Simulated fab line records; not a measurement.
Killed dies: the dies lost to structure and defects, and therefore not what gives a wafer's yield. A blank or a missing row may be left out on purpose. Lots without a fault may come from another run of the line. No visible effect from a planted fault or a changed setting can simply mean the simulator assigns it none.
The tool behind it: which one?    flow n5-finfet    Sampling: 24 lots, 72 wafers, 5 of 1938 route steps

WHAT THE GAUGES SHOWED, per wafer
N5_BEOL_M2_THK_MEAS_53: measures by xrf.
lot   measured      on             M2_THK (nm)
L074  day 6 19:34   film-metro-01  39.5 39.5 36.9
L075  day 6 23:05   film-metro-02  41.4 41.1 38.6
L076  day 7 11:34   film-metro-02  39.4 37.4 38.6
L077  day 7 16:14   film-metro-02  38.2 42.1 41.3
L078  day 7 22:37   film-metro-01  38.1 40.0 39.5
L080  day 8 06:56   film-metro-01  39.8 39.2 39.2
L079  day 8 14:30   film-metro-01  38.8 38.5 40.6
L081  day 8 19:25   film-metro-01  39.1 39.9 39.6
L082  day 9 01:36   film-metro-01  41.0 38.7 40.2
L083  day 9 05:19   film-metro-02  41.3 41.4 39.4
L084  day 9 14:52   film-metro-02  40.8 40.1 41.3
L085  day 9 22:41   film-metro-01  41.9 42.4 42.3
L086  day 9 21:08   film-metro-02  41.9 42.3 43.8
L087  day 10 01:47  film-metro-01  39.3 40.3 41.2
L089  day 10 16:20  film-metro-02  40.6 40.6 39.3
L088  day 10 22:28  film-metro-01  38.4 38.6 38.5
L090  day 11 04:44  film-metro-01  40.3 39.9 40.2
L091  day 11 09:32  film-metro-02  38.9 40.0 39.6
L093  day 11 10:43  film-metro-02  41.4 38.8 39.0
L092  day 11 14:01  film-metro-01  38.0 40.4 37.9
L094  day 11 14:10  film-metro-02  39.5 41.0 39.1
L095  day 12 13:20  film-metro-01  39.3 39.7 38.9
L097  day 12 15:58  film-metro-02  39.8 41.3 40.8
L096  day 12 20:12  film-metro-01  38.4 39.5 39.4

EACH LOT AND THE TOOL THAT RAN IT (in order: tool; ch and the chambers of the sampled wafers; start)
lot   N5_BEOL_M2_ANNEAL_49          N5_BEOL_M2_SPUTTER_79         N5_BEOL_M2_ANNEAL_89          N5_BEOL_M2_ANNEAL_95
L074  pvd-sputter-03, day 6 17:06   pvd-sputter-03, day 6 17:14   pvd-sputter-03, day 6 17:59   pvd-sputter-03, day 6 18:38
L075  pvd-sputter-02, day 6 20:21   pvd-sputter-02, day 6 20:29   pvd-sputter-02, day 6 21:14   pvd-sputter-02, day 6 21:53
L076  pvd-sputter-03, day 7 09:05   pvd-sputter-03, day 7 09:14   pvd-sputter-03, day 7 09:58   pvd-sputter-03, day 7 10:38
L077  pvd-sputter-01, day 7 13:47   pvd-sputter-01, day 7 13:55   pvd-sputter-01, day 7 14:40   pvd-sputter-01, day 7 15:19
L078  pvd-sputter-01, day 7 20:08   pvd-sputter-01, day 7 20:17   pvd-sputter-01, day 7 21:01   pvd-sputter-01, day 7 21:41
L080  pvd-sputter-03, day 8 04:28   pvd-sputter-03, day 8 04:37   pvd-sputter-03, day 8 05:21   pvd-sputter-03, day 8 06:01
L079  pvd-sputter-03, day 8 12:02   pvd-sputter-03, day 8 12:11   pvd-sputter-03, day 8 12:55   pvd-sputter-03, day 8 13:35
L081  pvd-sputter-01, day 8 16:56   pvd-sputter-01, day 8 17:05   pvd-sputter-01, day 8 17:49   pvd-sputter-01, day 8 18:29
L082  pvd-sputter-03, day 8 23:08   pvd-sputter-03, day 8 23:16   pvd-sputter-03, day 9 00:01   pvd-sputter-03, day 9 00:40
L083  pvd-sputter-01, day 9 02:51   pvd-sputter-01, day 9 02:59   pvd-sputter-01, day 9 03:44   pvd-sputter-01, day 9 04:23
L084  pvd-sputter-03, day 9 12:18   pvd-sputter-03, day 9 12:26   pvd-sputter-03, day 9 13:11   pvd-sputter-03, day 9 13:50
L085  pvd-sputter-03, day 9 18:24   pvd-sputter-03, day 9 18:32   pvd-sputter-03, day 9 21:05   pvd-sputter-03, day 9 21:44
L086  pvd-sputter-02, day 9 18:34   pvd-sputter-02, day 9 18:42   pvd-sputter-02, day 9 19:26   pvd-sputter-02, day 9 20:06
L087  pvd-sputter-02, day 9 22:59   pvd-sputter-02, day 9 23:07   pvd-sputter-02, day 9 23:52   pvd-sputter-02, day 10 00:31
L089  pvd-sputter-03, day 10 13:35  pvd-sputter-03, day 10 13:44  pvd-sputter-03, day 10 14:28  pvd-sputter-03, day 10 15:08
L088  pvd-sputter-02, day 10 19:50  pvd-sputter-02, day 10 19:58  pvd-sputter-02, day 10 20:43  pvd-sputter-02, day 10 21:22
L090  pvd-sputter-01, day 11 02:16  pvd-sputter-01, day 11 02:25  pvd-sputter-01, day 11 03:09  pvd-sputter-01, day 11 03:49
L091  pvd-sputter-03, day 11 06:07  pvd-sputter-03, day 11 06:16  pvd-sputter-03, day 11 07:00  pvd-sputter-03, day 11 07:40
L093  pvd-sputter-03, day 11 08:13  pvd-sputter-03, day 11 08:22  pvd-sputter-03, day 11 09:06  pvd-sputter-03, day 11 09:46
L092  pvd-sputter-02, day 11 11:26  pvd-sputter-02, day 11 11:34  pvd-sputter-02, day 11 12:19  pvd-sputter-02, day 11 12:58
L094  pvd-sputter-01, day 11 11:41  pvd-sputter-01, day 11 11:49  pvd-sputter-01, day 11 12:34  pvd-sputter-01, day 11 13:13
L095  pvd-sputter-03, day 12 10:52  pvd-sputter-03, day 12 11:01  pvd-sputter-03, day 12 11:45  pvd-sputter-03, day 12 12:25
L097  pvd-sputter-03, day 12 13:29  pvd-sputter-03, day 12 13:37  pvd-sputter-03, day 12 14:22  pvd-sputter-03, day 12 15:01
L096  pvd-sputter-03, day 12 17:44  pvd-sputter-03, day 12 17:53  pvd-sputter-03, day 12 18:37  pvd-sputter-03, day 12 19:17
- N5_BEOL_M2_ANNEAL_49: time 240 s.
- N5_BEOL_M2_SPUTTER_79: material Cu, target thk 4.5 nm, time 8.29 s.
- N5_BEOL_M2_ANNEAL_89: time 240 s.
- N5_BEOL_M2_ANNEAL_95: time 240 s.

WHAT THE TOOLS THEMSELVES READ (means of the sampled wafers that have a number; where no wafer has one, the mark that the record gives instead)
N5_BEOL_M2_ANNEAL_49.
lot   tool            heater-power-w (W)  susceptor_temp_C_max
L074  pvd-sputter-03  899                 401.0
L075  pvd-sputter-02  832                 400.5
L076  pvd-sputter-03  911                 400.8
L077  pvd-sputter-01  807                 400.8
L078  pvd-sputter-01  840                 400.9
L080  pvd-sputter-03  867                 400.9
L079  pvd-sputter-03  936                 401.0
L081  pvd-sputter-01  757                 401.2
L082  pvd-sputter-03  814                 401.1
L083  pvd-sputter-01  764                 400.5
L084  pvd-sputter-03  864                 400.8
L085  pvd-sputter-03  908                 400.8
L086  pvd-sputter-02  754                 400.9
L087  pvd-sputter-02  848                 401.1
L089  pvd-sputter-03  854                 400.9
L088  pvd-sputter-02  770                 400.8
L090  pvd-sputter-01  798                 401.1
L091  pvd-sputter-03  829                 401.0
L093  pvd-sputter-03  858                 401.0
L092  pvd-sputter-02  866                 400.7
L094  pvd-sputter-01  827                 400.9
L095  pvd-sputter-03  935                 400.9
L097  pvd-sputter-03  917                 400.8
L096  pvd-sputter-03  902                 401.0

N5_BEOL_M2_SPUTTER_79.
lot   tool            throttle-valve-pct (%)
L074  pvd-sputter-03  30.1
L075  pvd-sputter-02  29.4
L076  pvd-sputter-03  30.6
L077  pvd-sputter-01  29.5
L078  pvd-sputter-01  28.9
L080  pvd-sputter-03  29.8
L079  pvd-sputter-03  30.4
L081  pvd-sputter-01  30.4
L082  pvd-sputter-03  28.9
L083  pvd-sputter-01  30.6
L084  pvd-sputter-03  29.7
L085  pvd-sputter-03  30.2
L086  pvd-sputter-02  29.8
L087  pvd-sputter-02  28.4
L089  pvd-sputter-03  29.6
L088  pvd-sputter-02  30.3
L090  pvd-sputter-01  29.5
L091  pvd-sputter-03  29.8
L093  pvd-sputter-03  29.7
L092  pvd-sputter-02  28.2
L094  pvd-sputter-01  28.9
L095  pvd-sputter-03  30.0
L097  pvd-sputter-03  30.4
L096  pvd-sputter-03  30.3

N5_BEOL_M2_ANNEAL_89.
lot   tool            heater-power-w (W)  susceptor_temp_C_max
L074  pvd-sputter-03  903                 400.8
L075  pvd-sputter-02  835                 400.8
L076  pvd-sputter-03  912                 400.9
L077  pvd-sputter-01  804                 400.9
L078  pvd-sputter-01  822                 401.1
L080  pvd-sputter-03  865                 401.0
L079  pvd-sputter-03  949                 401.2
L081  pvd-sputter-01  770                 400.8
L082  pvd-sputter-03  806                 401.2
L083  pvd-sputter-01  770                 400.7
L084  pvd-sputter-03  864                 401.0
L085  pvd-sputter-03  907                 401.1
L086  pvd-sputter-02  750                 401.0
L087  pvd-sputter-02  851                 400.9
L089  pvd-sputter-03  862                 401.1
L088  pvd-sputter-02  780                 401.2
L090  pvd-sputter-01  793                 400.8
L091  pvd-sputter-03  830                 401.0
L093  pvd-sputter-03  849                 400.7
L092  pvd-sputter-02  854                 400.8
L094  pvd-sputter-01  847                 401.3
L095  pvd-sputter-03  930                 401.1
L097  pvd-sputter-03  895                 400.9
L096  pvd-sputter-03  902                 400.9

N5_BEOL_M2_ANNEAL_95.
lot   tool            heater-power-w (W)  susceptor_temp_C_max
L074  pvd-sputter-03  897                 400.9
L075  pvd-sputter-02  817                 400.8
L076  pvd-sputter-03  911                 400.9
L077  pvd-sputter-01  804                 400.6
L078  pvd-sputter-01  838                 400.9
L080  pvd-sputter-03  860                 401.3
L079  pvd-sputter-03  935                 400.8
L081  pvd-sputter-01  752                 400.7
L082  pvd-sputter-03  821                 400.9
L083  pvd-sputter-01  770                 400.5
L084  pvd-sputter-03  858                 401.2
L085  pvd-sputter-03  911                 401.0
L086  pvd-sputter-02  743                 401.1
L087  pvd-sputter-02  863                 400.7
L089  pvd-sputter-03  869                 400.9
L088  pvd-sputter-02  776                 401.1
L090  pvd-sputter-01  792                 400.8
L091  pvd-sputter-03  824                 401.0
L093  pvd-sputter-03  858                 400.7
L092  pvd-sputter-02  866                 400.6
L094  pvd-sputter-01  832                 401.0
L095  pvd-sputter-03  930                 400.9
L097  pvd-sputter-03  905                 400.7
L096  pvd-sputter-03  892                 400.9

THE ANSWER, worked out from the rows above alone
Rule: what is usual is taken from the lots themselves. Put in order of their means at a reading, lots are off if they are a third of the lots or fewer, leave a main group of 4 or more, and stand apart from it by a gap of 3 or more times the standard deviation of the main group's means; of several such gaps the widest counts. The tables above print the reading to a certain number of digits; a main group whose means all agree to those digits is not used. A lot without any number at a reading at which 4 lots or more have one is off too. The other lots that the step has rows for count as sound. First the gauges in route order, then the tools' own readings, where a lot's mean is used as printed above. The first step at which some lot is off is used, and at that step the reading that is off furthest; a lot without a number counts as furthest.
No lot is off on any of the readings shown, so nothing can be concluded from this.

WHAT THE SIMULATOR HAD PUT IN
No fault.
